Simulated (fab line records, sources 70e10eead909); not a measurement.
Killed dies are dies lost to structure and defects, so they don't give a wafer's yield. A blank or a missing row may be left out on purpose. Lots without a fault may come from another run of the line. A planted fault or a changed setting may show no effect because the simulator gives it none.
Chamber matching | flow nand_harc | NHARC_A_STAIRCASE_CMP_450 on cmp-04: 4 sister chambers
The step polishes SiO2, target thk 200 nm. 4 wafers are shown with their chamber, then 9 later ones without.

WAFERS WITH THEIR CHAMBER
wafer  | chamber | motor_current_A (A)
L088.4 | 2       | 12.3
L087.3 | 3       | 13.0
L087.5 | 0       | 10.2
L087.6 | 1       | 16.8

WAFERS WITHOUT THEIR CHAMBER
wafer  | motor_current_A (A)
L090.2 | 13.0
L090.3 | 11.9
L090.6 | 12.5
L091.2 | 9.6
L091.4 | 16.6
L091.5 | 15.6
L097.3 | 11.6
L097.5 | 12.5
L097.6 | 13.1

WHICH CHAMBER EACH WENT THROUGH
wafer  | from the rows above          | in truth
L090.2 | can't be placed: 3 or 2      | 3
L090.3 | can't be placed: 2 or 3      | 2
L090.6 | can't be placed: 2 or 3      | 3
L091.2 | 0                            | 0
L091.4 | 1                            | 1
L091.5 | 1                            | 1
L097.3 | can't be placed: 2 or 0 or 3 | 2
L097.5 | can't be placed: 2 or 3      | 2
L097.6 | can't be placed: 3 or 2      | 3
Placed correctly: 3 of 9. Can't be placed from these rows: 6 (the true chamber is among the candidates in 6). Placed wrongly: 0.
How it was worked out, from the rows above alone: a wafer's distance from a chamber is the root of the sum, over the readings, of the square of ((its reading less the chamber's mean) divided by the reading's scatter). The wafer belongs to the nearest chamber; if the next one is less than 2 further off, it can't be placed. A chamber's mean is the mean of its shown wafers. The scatter: with one shown wafer a chamber, the root of the mean of the squares of how far each hidden wafer lies from its nearest shown one.
